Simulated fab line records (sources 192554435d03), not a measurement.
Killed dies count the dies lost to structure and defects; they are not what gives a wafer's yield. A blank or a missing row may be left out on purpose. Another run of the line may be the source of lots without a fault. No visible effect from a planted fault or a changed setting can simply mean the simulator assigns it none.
fab line records + flow n5Finfet
[record]
- lots = 10
- wafers = 30
- lastDay = 18
route steps=1938 shown BEOL_M12@1615 PASSIVATION@1936
lots that met no fault: taken from a fault-free run of the same line
startH: the number of hours between the record's first day and the start of the first shown wafer of the lot + waitH: how many hours have passed since the lot's step before this one + " unchanged from the row above + L1.1+2: several wafers, shown together as one row + - no value present, or no start provided + * or withheld: withheld + < > ~ a bound
route shown NAME@n: a module of which the file shows steps, and the number in the route of the first + usual: mean/standard deviation taken from wafers without a fault + same: alike in all rows + chamber/n: place in a boat + sites: per-site readings + _std_site: how widely they spread, as a standard deviation + _edge_site: the outer-site mean with the inner-site mean subtracted + radiusMm: for every site, how far away it sits from the centre of the wafer + mask NAME#n: copy n + behind: the tool/chamber that last shaped the wafer + hold: cause of the lot's hold/its duration in hours/its outcome + device: whichever transistor did not switch (one of n, p or np) + end of line: the route-end tests of the same wafers + a step without rows: its recipe alone + killed: dies that structure and defects cost at the first sort, which is not the same as the wafer's yield + map: shows each die of a wafer: x if killed, . if not, _ if none is there
set.NAME: the setting that was run; set.NAME@STEP: the one run at that earlier step + model.NAME: the simulator's own value behind a step, which no gauge read
route steps across a sampled set of lots; one table per step, one row per wafer
services: a tool's chamber out of use, with start hour (startH, from the record's first day; less than 0 if before it), hours out, and reason
[[steps]]
[step N5_BEOL_M12_DESCUM_15]
[recipe]
- chemistry = O2
- timeS = 7.9
- sourcePowerW = 50
- biasPowerW = 20
- pressureMtorr = 20
- rfFrequencyHz = 2.712e+07
- tempC = 40
- o2FlowSccm = 225
[usual]
- drypumpMotorCurrentA = 5.8/0.34
- oesProductAu = 0.81/0.077
- rfVppV = 243.5/1.4
- showerheadPlenumPTorr = 2.10/0.078
- throttleValvePct = 20.45/0.17
| lot.wafer | tool       | chamber | startH | waitH | drypumpMotorCurrentA | oesProductAu | rfHoursCounterH | rfVppV | showerheadPlenumPTorr | throttleValvePct |
|-----------|------------|---------|--------|-------|----------------------|--------------|-----------------|--------|-----------------------|------------------|
| L359.1    | rieDiel-01 | 3       | 249.28 | 0.1   | 5.1                  | 0.90         | 25              | 245.1  | 2.22                  | 20.16            |
| L359.3    | "          | 2       | "      | "     | 6.2                  | 0.92         | 42              | 243.7  | 2.11                  | 20.30            |
| L359.5    | "          | 1       | "      | "     | 5.9                  | 0.76         | -               | 244.6  | 2.21                  | 20.49            |
| L360.3    | rieDiel-01 | 0       | 253.95 | 0.2   | 6.2                  | 0.76         | 153             | 244.3  | 2.07                  | 20.44            |
| L360.4    | "          | 3       | "      | "     | 5.1                  | 0.89         | 27              | 246.8  | 2.22                  | 20.17            |
| L360.6    | "          | 3       | "      | "     | 5.1                  | 0.89         | -               | 246.1  | 2.22                  | 20.17            |
| L363.2    | rieDiel-03 | 0       | 276.02 | 0.0   | 5.5                  | 0.68         | 229             | 243.9  | 2.15                  | 20.88            |
| L363.4    | "          | 2       | "      | "     | 5.7                  | 0.72         | 202             | 241.8  | 1.99                  | 20.42            |
| L363.5    | "          | 1       | "      | "     | 5.4                  | 0.69         | -               | 240.6  | 1.96                  | 20.63            |
| L366.2    | rieDiel-05 | 3       | 293.72 | 0.0   | 5.3                  | 0.85         | 48              | 243.0  | 2.02                  | 20.57            |
| L366.4    | "          | 0       | "      | "     | 5.8                  | 0.73         | -               | 241.4  | 2.04                  | 20.27            |
| L366.5    | "          | 2       | "      | "     | 5.8                  | 0.86         | -               | 242.4  | 2.03                  | 20.67            |
| L369.1    | rieDiel-01 | 0       | 305.95 | 0.0   | 6.2                  | 0.74         | 173             | 243.3  | 2.07                  | 20.47            |
| L369.3    | "          | 1       | "      | "     | 5.9                  | 0.76         | 154             | 244.8  | 2.20                  | 20.52            |
| L369.4    | "          | 0       | "      | "     | 6.2                  | 0.75         | -               | 243.5  | 2.07                  | 20.47            |
| L377.2    | rieDiel-05 | 2       | 356.72 | 0.2   | 5.8                  | 0.84         | 84              | 242.9  | 2.02                  | 20.72            |
| L377.5    | "          | 2       | "      | "     | 5.8                  | 0.83         | -               | 241.1  | 2.02                  | 20.73            |
| L377.6    | "          | 1       | "      | "     | 5.8                  | 0.82         | -               | 242.7  | 2.13                  | 20.36            |
| L378.3    | rieDiel-03 | 2       | 357.34 | 0.3   | 5.7                  | 0.69         | 234             | 239.9  | 1.98                  | 20.46            |
| L378.4    | "          | 1       | "      | "     | 5.4                  | 0.92         | -               | 244.4  | 2.21                  | 20.46            |
| L378.5    | "          | 2       | "      | "     | 5.7                  | 0.70         | -               | 240.2  | 1.98                  | 20.48            |
| L379.4    | rieDiel-05 | 2       | 365.58 | 1.0   | 5.8                  | 0.83         | 88              | 241.5  | 2.02                  | 20.74            |
| L379.5    | "          | 2       | "      | "     | 5.8                  | 0.82         | -               | 242.6  | 2.02                  | 20.74            |
| L379.6    | "          | 1       | "      | "     | 5.8                  | 0.81         | -               | 243.2  | 2.13                  | 20.35            |
| L380.1    | rieDiel-03 | 0       | 375.00 | 0.0   | 5.6                  | 1.00         | 4               | 244.6  | 2.14                  | 20.56            |
| L380.5    | "          | 0       | "      | "     | 5.5                  | 1.00         | -               | 244.3  | 2.14                  | 20.54            |
| L380.6    | "          | 1       | "      | "     | 5.4                  | 0.89         | -               | 245.2  | 2.21                  | 20.47            |
| L381.1    | rieDiel-05 | 1       | 397.71 | 0.2   | 5.8                  | 0.80         | 118             | 243.4  | 2.13                  | 20.37            |
| L381.2    | "          | 2       | "      | "     | 5.9                  | 0.81         | 101             | 243.4  | 2.01                  | 20.75            |
| L381.3    | "          | 0       | "      | "     | 5.8                  | 0.98         | 1               | 242.6  | 2.03                  | 20.04            |
[step N5_BEOL_M12_ETCH_59]
[recipe]
- chemistry = N2/H2
- target = BARC
- targetDepthA = 890
- overetchA = 267
- timeS = 67.9
- ionEnergyEv = 200
- pressureMtorr = 30
- sourceW = 840
- biasW = 150
- n2FlowSccm = 200
- h2FlowSccm = 200
[usual]
- drypumpMotorCurrentA = 5.8/0.35
- oesProductAu = 0.68/0.061
- rfVppV = 524.3/2.4
- showerheadPlenumPTorr = 2.55/0.08
- throttleValvePct = 17.89/0.26
| lot.wafer | tool       | chamber | startH | waitH | drypumpMotorCurrentA | oesProductAu | rfHoursCounterH | rfVppV | showerheadPlenumPTorr | throttleValvePct |
|-----------|------------|---------|--------|-------|----------------------|--------------|-----------------|--------|-----------------------|------------------|
| L359.1    | rieDiel-01 | 3       | 249.32 | 0.0   | 5.2                  | 0.77         | 25              | 527.7  | 2.70                  | 17.60            |
| L359.3    | "          | 2       | "      | "     | 6.2                  | 0.76         | 42              | 526.2  | 2.57                  | 17.78            |
| L359.5    | "          | 1       | "      | "     | 5.9                  | 0.65         | -               | 527.1  | 2.65                  | 17.71            |
| L360.3    | rieDiel-01 | 0       | 253.98 | 0.0   | 6.2                  | 0.65         | 153             | 522.1  | 2.52                  | 17.92            |
| L360.4    | "          | 3       | "      | "     | 5.1                  | 0.76         | 27              | 526.4  | 2.70                  | 17.62            |
| L360.6    | "          | 3       | "      | "     | 5.1                  | 0.76         | -               | 528.8  | 2.70                  | 17.61            |
| L363.2    | rieDiel-03 | 0       | 276.05 | 0.0   | 5.5                  | 0.58         | 229             | 525.9  | 2.60                  | 18.29            |
| L363.4    | "          | 2       | "      | "     | 5.7                  | 0.61         | 202             | 521.4  | 2.42                  | 18.01            |
| L363.5    | "          | 1       | "      | "     | 5.4                  | 0.59         | -               | 521.0  | 2.36                  | 17.96            |
| L366.2    | rieDiel-05 | 3       | 293.75 | 0.0   | 5.3                  | 0.73         | 48              | 522.6  | 2.47                  | 18.07            |
| L366.4    | "          | 0       | "      | "     | 5.8                  | 0.61         | -               | 523.7  | 2.51                  | 17.91            |
| L366.5    | "          | 2       | "      | "     | 5.8                  | 0.74         | -               | 522.7  | 2.50                  | 18.40            |
| L369.1    | rieDiel-01 | 0       | 305.99 | 0.0   | 6.2                  | 0.64         | 173             | 523.2  | 2.52                  | 17.93            |
| L369.3    | "          | 1       | "      | "     | 5.9                  | 0.65         | 154             | 527.4  | 2.64                  | 17.74            |
| L369.4    | "          | 0       | "      | "     | 6.2                  | 0.64         | -               | 522.0  | 2.52                  | 17.94            |
| L377.2    | rieDiel-05 | 2       | 356.75 | 0.0   | 5.9                  | 0.70         | 84              | 521.6  | 2.49                  | 18.44            |
| L377.5    | "          | 2       | "      | "     | 5.8                  | 0.70         | -               | 522.2  | 2.49                  | 18.46            |
| L377.6    | "          | 1       | "      | "     | 5.8                  | 0.68         | -               | 524.2  | 2.55                  | 17.49            |
| L378.3    | rieDiel-03 | 2       | 357.38 | 0.0   | 5.7                  | 0.60         | 234             | 520.3  | 2.41                  | 18.09            |
| L378.4    | "          | 1       | "      | "     | 5.4                  | 0.77         | -               | 528.9  | 2.67                  | 17.67            |
| L378.5    | "          | 2       | "      | "     | 5.7                  | 0.59         | -               | 520.6  | 2.41                  | 18.07            |
| L379.4    | rieDiel-05 | 2       | 365.62 | 0.0   | 5.8                  | 0.70         | 88              | 521.8  | 2.48                  | 18.46            |
| L379.5    | "          | 2       | "      | "     | 5.9                  | 0.70         | -               | 521.3  | 2.48                  | 18.47            |
| L379.6    | "          | 1       | "      | "     | 5.9                  | 0.68         | -               | 525.6  | 2.54                  | 17.48            |
| L380.1    | rieDiel-03 | 0       | 375.04 | 0.0   | 5.6                  | 0.84         | 4               | 525.8  | 2.59                  | 17.91            |
| L380.5    | "          | 0       | "      | "     | 5.5                  | 0.84         | -               | 524.0  | 2.59                  | 17.91            |
| L380.6    | "          | 1       | "      | "     | 5.4                  | 0.74         | -               | 526.8  | 2.66                  | 17.70            |
| L381.1    | rieDiel-05 | 1       | 397.75 | 0.0   | 5.8                  | 0.67         | 118             | 525.6  | 2.54                  | 17.51            |
| L381.2    | "          | 2       | "      | "     | 5.8                  | 0.70         | 101             | 521.0  | 2.48                  | 18.48            |
| L381.3    | "          | 0       | "      | "     | 5.8                  | 0.83         | 1               | 521.6  | 2.49                  | 17.61            |
[step N5_BEOL_M12_EXPOSE_25]
[recipe]
- maskId = M12
- na = 0.93
- sourceShape = conventional
- sigmaOuter = 0.4
- polarization = unpolarized
- doseMj = 21.8
[same]
- sigmaOuter = 0.4
| lot.wafer  | tool          | chamber | startH | waitH | mask  |
|------------|---------------|---------|--------|-------|-------|
| L359.1+3+5 | krfScanner-01 | 0       | 249.93 | -     | M12#0 |
| L360.3+4+6 | krfScanner-02 | 0       | 254.61 | -     | M12#0 |
| L363.2+4+5 | krfScanner-02 | 0       | 276.79 | -     | M12#0 |
| L366.2+4+5 | krfScanner-02 | 0       | 294.53 | -     | M12#0 |
| L369.1+3+4 | krfScanner-02 | 0       | 306.62 | -     | M12#0 |
| L377.2+5+6 | krfScanner-02 | 0       | 357.42 | -     | M12#0 |
| L378.3+4+5 | krfScanner-02 | 0       | 358.05 | -     | M12#0 |
| L379.4+5+6 | krfScanner-02 | 0       | 366.25 | -     | M12#0 |
| L380.1+5+6 | krfScanner-01 | 0       | 375.77 | -     | M12#0 |
| L381.1+2+3 | krfScanner-01 | 0       | 398.58 | -     | M12#0 |
[step N5_BEOL_M12_OVL_MEAS_29]
[recipe]
- pointsPerWafer = 44
[usual]
- M12_OVL = 0/4.9
| lot.wafer | tool       | chamber | startH | waitH | M12_OVL[nm] |
|-----------|------------|---------|--------|-------|-------------|
| L359.1    | overlay-02 | 0       | 250.13 | 0.0   | 6           |
| L359.3    | "          | 0       | "      | "     | 3           |
| L359.5    | "          | 0       | "      | "     | 0           |
| L360.3    | overlay-02 | 0       | 254.80 | 0.0   | -3          |
| L360.4    | "          | 0       | "      | "     | -4          |
| L360.6    | "          | 0       | "      | "     | 2           |
| L363.2    | overlay-02 | 0       | 276.99 | 0.0   | -1          |
| L363.4    | "          | 0       | "      | "     | -6          |
| L363.5    | "          | 0       | "      | "     | -6          |
| L366.2    | overlay-02 | 0       | 294.73 | 0.0   | -11         |
| L366.4    | "          | 0       | "      | "     | -9          |
| L366.5    | "          | 0       | "      | "     | -9          |
| L369.1    | overlay-01 | 0       | 306.82 | 0.0   | 4           |
| L369.3    | "          | 0       | "      | "     | 7           |
| L369.4    | "          | 0       | "      | "     | 5           |
| L377.2    | overlay-02 | 0       | 357.62 | 0.0   | 30          |
| L377.5    | "          | 0       | "      | "     | 27          |
| L377.6    | "          | 0       | "      | "     | 33          |
| L378.3    | overlay-01 | 0       | 358.25 | 0.0   | 27          |
| L378.4    | "          | 0       | "      | "     | 30          |
| L378.5    | "          | 0       | "      | "     | 38          |
| L379.4    | overlay-01 | 0       | 366.44 | 0.0   | 30          |
| L379.5    | "          | 0       | "      | "     | 31          |
| L379.6    | "          | 0       | "      | "     | 27          |
| L380.1    | overlay-01 | 0       | 375.98 | 0.0   | 4           |
| L380.5    | "          | 0       | "      | "     | -8          |
| L380.6    | "          | 0       | "      | "     | -6          |
| L381.1    | overlay-01 | 0       | 398.78 | 0.0   | 0           |
| L381.2    | "          | 0       | "      | "     | -6          |
| L381.3    | "          | 0       | "      | "     | -8          |
[step N5_BEOL_M12_TRENCH_ETCH_34]
[recipe]
- chemistry = C4F8/O2/Ar
- target = SiOC
- targetDepthA = 3189.5
- maskMaterial = SOC
- pressureMtorr = 30
- sourceW = 3000
- biasW = 700
- Ar_flow_sccm = 400
- C4F8_flow_sccm = 15
- O2_flow_sccm = 8
- heInnerTorr = 15
- heOuterTorr = 30
- timeS = 125.5
- ionEnergyEv = 250
[usual]
- O2_flow_sccm = 7.998/0.022
- drypumpMotorCurrentA = 5.7/0.34
- oesProductAu = 0.80/0.08
- rfVppV = 666/3.3
- showerheadPlenumPTorr = 3.45/0.12
- throttleValvePct = 24.30/0.2
| lot.wafer | tool       | chamber | startH | waitH | O2_flow_sccm | drypumpMotorCurrentA | oesProductAu | rfHoursCounterH | rfVppV | showerheadPlenumPTorr | throttleValvePct |
|-----------|------------|---------|--------|-------|--------------|----------------------|--------------|-----------------|--------|-----------------------|------------------|
| L359.1    | rieDiel-03 | 1       | 250.56 | 0.0   | 7.971        | 5.4                  | 0.69         | 240             | 660    | 3.25                  | 24.51            |
| L359.3    | "          | 0       | "      | "     | 8.020        | 5.5                  | 0.69         | 220             | 667    | 3.49                  | 24.56            |
| L359.5    | "          | 2       | "      | "     | 7.984        | 5.7                  | 0.74         | -               | 662    | 3.28                  | 24.22            |
| L360.3    | rieDiel-01 | 0       | 255.22 | 0.0   | 8.007        | 6.2                  | 0.77         | 154             | 665    | 3.44                  | 24.48            |
| L360.4    | "          | 1       | "      | "     | 7.990        | 5.9                  | 0.77         | 136             | 668    | 3.55                  | 24.07            |
| L360.6    | "          | 3       | "      | "     | 7.969        | 5.1                  | 0.91         | -               | 672    | 3.60                  | 23.95            |
| L363.2    | rieDiel-03 | 0       | 277.41 | 0.0   | 7.991        | 5.5                  | 0.68         | 229             | 668    | 3.48                  | 24.57            |
| L363.4    | "          | 0       | "      | "     | 7.961        | 5.5                  | 0.68         | -               | 668    | 3.48                  | 24.56            |
| L363.5    | "          | 2       | "      | "     | 7.995        | 5.7                  | 0.73         | -               | 661    | 3.27                  | 24.23            |
| L366.2    | rieDiel-05 | 0       | 295.16 | 0.0   | 7.988        | 5.8                  | 0.73         | 219             | 664    | 3.34                  | 23.99            |
| L366.4    | "          | 0       | "      | "     | 7.967        | 5.8                  | 0.73         | -               | 665    | 3.34                  | 23.98            |
| L366.5    | "          | 3       | "      | "     | 7.934        | 5.3                  | 0.87         | -               | 664    | 3.31                  | 24.40            |
| L369.1    | rieDiel-03 | 0       | 307.24 | 0.0   | 7.993        | 5.6                  | 0.67         | 237             | 668    | 3.48                  | 24.58            |
| L369.3    | "          | 1       | "      | "     | 8.019        | 5.4                  | 0.95         | 5               | 671    | 3.64                  | 24.35            |
| L369.4    | "          | 2       | "      | "     | 7.981        | 5.7                  | 0.72         | 214             | 662    | 3.27                  | 24.23            |
| L377.2    | rieDiel-03 | 3       | 358.16 | 0.0   | 7.984        | 5.6                  | 0.76         | 131             | 665    | 3.45                  | 24.28            |
| L377.5    | "          | 2       | "      | "     | 8.000        | 5.7                  | 0.71         | -               | 660    | 3.26                  | 24.27            |
| L377.6    | "          | 3       | "      | "     | 7.975        | 5.6                  | 0.77         | -               | 664    | 3.45                  | 24.28            |
| L378.3    | rieDiel-05 | 2       | 359.93 | 0.0   | 8.016        | 5.9                  | 0.83         | 86              | 662    | 3.31                  | 24.57            |
| L378.4    | "          | 0       | "      | "     | 7.974        | 5.8                  | 0.71         | 242             | 665    | 3.33                  | 24.03            |
| L378.5    | "          | 2       | "      | "     | 7.996        | 5.9                  | 0.83         | -               | 664    | 3.31                  | 24.58            |
| L379.4    | rieDiel-01 | 2       | 366.86 | 0.0   | 7.985        | 6.2                  | 0.86         | 80              | 665    | 3.50                  | 24.51            |
| L379.5    | "          | 2       | "      | "     | 8.028        | 6.2                  | 0.85         | -               | 667    | 3.50                  | 24.53            |
| L379.6    | "          | 3       | "      | "     | 7.993        | 5.1                  | 0.86         | -               | 672    | 3.59                  | 23.99            |
| L380.1    | rieDiel-01 | 3       | 376.41 | 0.0   | 7.965        | 5.1                  | 0.84         | 61              | 670    | 3.58                  | 23.99            |
| L380.5    | "          | 1       | "      | "     | 8.012        | 5.9                  | 0.73         | -               | 669    | 3.53                  | 24.12            |
| L380.6    | "          | 3       | "      | "     | 7.971        | 5.1                  | 0.85         | -               | 671    | 3.58                  | 24.00            |
| L381.1    | rieDiel-01 | 1       | 399.52 | 0.0   | 7.964        | 5.9                  | 0.71         | 187             | 669    | 3.53                  | 24.14            |
| L381.2    | "          | 3       | "      | "     | 8.008        | 5.2                  | 0.84         | 69              | 670    | 3.58                  | 23.99            |
| L381.3    | "          | 0       | "      | "     | 8.020        | 6.2                  | 0.72         | 197             | 664    | 3.42                  | 24.53            |
[step N5_PASSIVATION_PROBE_49]
[usual]
- defectLimitedYield = 90.5/1.7
- killed_at_M0_to_M3 = 37/12
- killed_at_M4_up = 14/5.2
- killedAtContacts = 12/5.9
- killedAtFrontEnd = 45/14
- killedAtOther = 3.5/2.8
- killedDies = 112/21
- killedOnRim = 15/4.5
- killedOpen = 73/15
- killedShort = 36/8.9
- sort_bin_4_leakage = 0.00/0.007
- sort_bin_5_function = 5.6/1.2
- sort_bin_6_memory = 3.5/0.68
- sort_bin_8_speed = 0.01/0.1
- sortNPass = 1068/21
- sortYieldPct = 90.5/1.8
[same]
- grossDies = 1180
- killedAtBackSide = 0
| lot.wafer | tool      | chamber | startH | waitH | defectLimitedYield[%] | killed_at_M0_to_M3 | killed_at_M4_up | killedAtContacts | killedAtFrontEnd | killedAtOther | killedDies | killedOnRim | killedOpen | killedShort | sort_bin_4_leakage[%] | sort_bin_5_function[%] | sort_bin_6_memory[%] | sort_bin_8_speed[%] | sortNPass | sortYieldPct[%] |
|-----------|-----------|---------|--------|-------|-----------------------|--------------------|-----------------|------------------|------------------|---------------|------------|-------------|------------|-------------|-----------------------|------------------------|----------------------|---------------------|-----------|-----------------|
| L359.1    | prober-01 | -       | 294.41 | 0.0   | 88.6                  | 46                 | 10              | 20               | 49               | 9             | 134        | 19          | 92         | 36          | 0                     | 6.6                    | 4.1                  | 0                   | 1046      | 88.6            |
| L359.3    | prober-01 | -       | 294.51 | 0.1   | 88.5                  | 43                 | 6               | 26               | 60               | 1             | 136        | 18          | 88         | 44          | 0                     | 7.3                    | 4.0                  | 0                   | 1044      | 88.5            |
| L359.5    | prober-01 | -       | 294.61 | 0.2   | 89.2                  | 52                 | 11              | 21               | 41               | 3             | 128        | 14          | 93         | 35          | 0                     | 6.4                    | 4.0                  | 0                   | 1052      | 89.2            |
| L369.1    | prober-01 | -       | 343.00 | 0.0   | 87.3                  | 46                 | 14              | 11               | 75               | 4             | 150        | 16          | 94         | 54          | 0                     | 8.0                    | 4.1                  | 0.08                | 1029      | 87.2            |
| L369.3    | prober-01 | -       | 343.10 | 0.1   | 89.7                  | 47                 | 13              | 10               | 49               | 3             | 122        | 10          | 83         | 36          | 0                     | 6.3                    | 3.7                  | 0                   | 1058      | 89.7            |
| L369.4    | prober-01 | -       | 343.15 | 0.2   | 90.8                  | 45                 | 8               | 4                | 47               | 4             | 108        | 15          | 74         | 33          | 0                     | 5.1                    | 3.5                  | 0                   | 1072      | 90.8            |
| L378.3    | prober-02 | -       | 396.53 | 0.1   | 90.7                  | 51                 | 11              | 13               | 32               | 3             | 110        | 14          | 72         | 36          | 0                     | 5.6                    | 3.4                  | 0                   | 1070      | 90.7            |
| L378.4    | prober-02 | -       | 396.58 | 0.2   | 91.0                  | 45                 | 10              | 11               | 37               | 3             | 106        | 17          | 63         | 32          | 0                     | 5.2                    | 3.1                  | 0                   | 1074      | 91.0            |
| L378.5    | prober-02 | -       | 396.63 | 0.2   | 90.0                  | 53                 | 11              | 9                | 39               | 6             | 118        | 14          | 78         | 38          | 0                     | 6.1                    | 3.6                  | 0                   | 1062      | 90.0            |
| L379.4    | prober-01 | -       | 402.14 | 0.2   | 91.7                  | 26                 | 14              | 9                | 46               | 3             | 98         | 12          | 63         | 34          | 0                     | 4.9                    | 2.9                  | 0                   | 1082      | 91.7            |
| L379.5    | prober-01 | -       | 402.19 | 0.2   | 92.2                  | 29                 | 21              | 5                | 33               | 4             | 92         | 11          | 57         | 32          | 0                     | 5.1                    | 2.5                  | 0                   | 1088      | 92.2            |
| L379.6    | prober-01 | -       | 402.24 | 0.3   | 92.4                  | 23                 | 11              | 11               | 40               | 5             | 90         | 8           | 61         | 26          | 0                     | 4.4                    | 3.1                  | 0                   | 1090      | 92.4            |
// killed by level:class
L359.1 MOL_CONTACT_COAG:geometricParticle:open=16 BEOL_M3:geometricParticle:open=14 STI_FIN_REVEAL:geometricParticle:open=9 BEOL_M0_SAQP:geometricParticle:open=9 ILD0:geometricParticle:open=8 BEOL_M2:geometricParticle:open=8 FIN_SAQP:geometricParticle:open=7 BEOL_M0_SAQP:geometricParticle:short=6
L359.3 MOL_CONTACT_COAG:geometricParticle:open=19 BEOL_M0_SAQP:geometricParticle:short=18 FIN_SAQP:geometricParticle:open=16 STI_FIN_REVEAL:geometricParticle:open=11 BEOL_M0_SAQP:geometricParticle:open=11 DUMMY_GATE:geometricParticle:open=7 MOL_CONTACT_COAG:geometricParticle:short=7 BEOL_M2:geometricParticle:open=5
L359.5 MOL_CONTACT_COAG:geometricParticle:open=19 BEOL_M3:geometricParticle:open=14 STI_FIN_REVEAL:geometricParticle:open=11 BEOL_M2:geometricParticle:open=10 BEOL_M0_SAQP:geometricParticle:short=9 BEOL_M0_SAQP:geometricParticle:open=8 DUMMY_GATE:geometricParticle:open=6 FIN_SAQP:geometricParticle:open=5
L369.1 FIN_SAQP:geometricParticle:short=23 FIN_SAQP:geometricParticle:open=18 BEOL_M0_SAQP:geometricParticle:open=12 MOL_CONTACT_COAG:geometricParticle:open=10 BEOL_M0_SAQP:geometricParticle:short=10 BEOL_M3:geometricParticle:open=9 STI_FIN_REVEAL:geometricParticle:open=7 BEOL_M2:geometricParticle:open=7
L369.3 STI_FIN_REVEAL:geometricParticle:open=12 BEOL_M2:geometricParticle:open=12 FIN_SAQP:geometricParticle:open=11 MOL_CONTACT_COAG:geometricParticle:open=8 DUMMY_GATE:geometricParticle:open=8 BEOL_M0_SAQP:geometricParticle:short=8 BEOL_M1:geometricParticle:open=7 BEOL_M0_SAQP:geometricParticle:open=6
L369.4 BEOL_M0_SAQP:geometricParticle:open=15 BEOL_M0_SAQP:geometricParticle:short=11 FIN_SAQP:geometricParticle:open=10 DUMMY_GATE:geometricParticle:open=9 STI_FIN_REVEAL:geometricParticle:open=8 BEOL_M1:geometricParticle:open=8 FIN_SAQP:geometricParticle:short=6 STARTING-WAFER:geometricParticle:short=5
L378.3 BEOL_M0_SAQP:geometricParticle:short=12 MOL_CONTACT_COAG:geometricParticle:open=11 BEOL_M3:geometricParticle:open=11 STI_FIN_REVEAL:geometricParticle:open=9 BEOL_M1:geometricParticle:open=8 BEOL_M0_SAQP:geometricParticle:open=7 FIN_SAQP:geometricParticle:short=6 BEOL_M0:geometricParticle:open=5
L378.4 BEOL_M0_SAQP:geometricParticle:open=11 BEOL_M3:geometricParticle:open=11 BEOL_M0_SAQP:geometricParticle:short=10 STI_FIN_REVEAL:geometricParticle:open=8 MOL_CONTACT_COAG:geometricParticle:open=7 HKMG_FIN:areaEtch=6 DUMMY_GATE:geometricParticle:open=5 GATE_CUT:geometricParticle:short=5
L378.5 BEOL_M0_SAQP:geometricParticle:short=12 BEOL_M0_SAQP:geometricParticle:open=11 STI_FIN_REVEAL:geometricParticle:open=10 BEOL_M1:geometricParticle:open=9 BEOL_M3:geometricParticle:open=7 MOL_CONTACT_COAG:geometricParticle:open=6 GATE_CUT:geometricParticle:short=6 BEOL_M2:geometricParticle:open=6
L379.4 STI_FIN_REVEAL:geometricParticle:open=11 MOL_CONTACT_COAG:geometricParticle:open=8 BEOL_M0_SAQP:geometricParticle:open=7 BEOL_M4:geometricParticle:open=7 FIN_SAQP:geometricParticle:open=6 STARTING-WAFER:geometricParticle:short=6 STI_FIN_REVEAL:geometricParticle:short=4 BEOL_M0:geometricParticle:open=4
L379.5 STI_FIN_REVEAL:geometricParticle:open=8 BEOL_M0_SAQP:geometricParticle:open=7 GATE_CUT:geometricParticle:short=6 BEOL_M0_SAQP:geometricParticle:short=5 BEOL_M4:geometricParticle:open=5 BEOL_M5:geometricParticle:open=5 MOL_CONTACT_COAG:geometricParticle:open=4 STARTING-WAFER:geometricParticle:open=4
L379.6 STI_FIN_REVEAL:geometricParticle:open=10 MOL_CONTACT_COAG:geometricParticle:open=10 BEOL_M0:geometricParticle:open=7 DUMMY_GATE:geometricParticle:open=5 STI_FIN_REVEAL:geometricParticle:short=4 ILD0:geometricParticle:open=4 FIN_SAQP:geometricParticle:open=3 GATE_CUT:geometricParticle:open=3
[[services]]
| tool          | chamber | startH | hours | kind   |
|---------------|---------|--------|-------|--------|
| krfScanner-01 | -       | 253.03 | 1.0   | pm     |
| rieDiel-03    | -       | 253.52 | 0.4   | repair |
| krfScanner-02 | -       | 256.49 | 0.8   | pm     |
| krfScanner-01 | -       | 259.56 | 1.3   | pm     |
| rieDiel-05    | 0       | 265.47 | 8.7   | repair |
| rieDiel-05    | 2       | 279.25 | 2.4   | repair |
| krfScanner-01 | -       | 286.17 | 1.2   | repair |
| rieDiel-05    | 0       | 287.52 | 1.8   | repair |
| rieDiel-01    | 3       | 288.67 | 23.6  | repair |
| rieDiel-05    | 1       | 290.79 | 6.3   | repair |
| rieDiel-03    | 0       | 293.22 | 10.1  | repair |
| krfScanner-01 | -       | 297.06 | 1.0   | repair |
| rieDiel-01    | 0       | 317.16 | 9.8   | repair |
| rieDiel-05    | 1       | 317.84 | 8.7   | repair |
| rieDiel-03    | 0       | 336.21 | 4.9   | repair |
| rieDiel-01    | -       | 349.21 | 14.6  | pm     |
| rieDiel-03    | 3       | 359.58 | 7.1   | repair |
| krfScanner-02 | -       | 369.41 | 7.2   | pm     |
| rieDiel-01    | 0       | 372.32 | 7.8   | repair |
| krfScanner-02 | -       | 381.00 | 1.0   | pm     |
| krfScanner-02 | -       | 382.00 | 1.3   | pm     |
| rieDiel-03    | 0       | 390.45 | 5.0   | repair |
| rieDiel-01    | -       | 394.50 | 2.8   | pm     |
| rieDiel-03    | -       | 396.96 | 2.8   | pm     |
[[key]]
[firstSign]
- step = N5_BEOL_M12_OVL_MEAS_29
- reading = M12_OVL
- direction = up
- sigmas = 6.3
- usual = 0
- struck = 30
effect none on later readings
metAt N5_BEOL_M12_EXPOSE_25
struckLots L377,L378,L379
notActingAt N5_BEOL_M12_DESCUM_15,N5_BEOL_M12_ETCH_59,N5_BEOL_M12_TRENCH_ETCH_34
onsetBetween 306.62 357.42
[fault]
- kind = scannerMatchingOverlay
- tool = krfScanner-02
- chamber = -
- onsetH = 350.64
- steps = N5_BEOL_M12_EXPOSE_25
- offset = 31.311
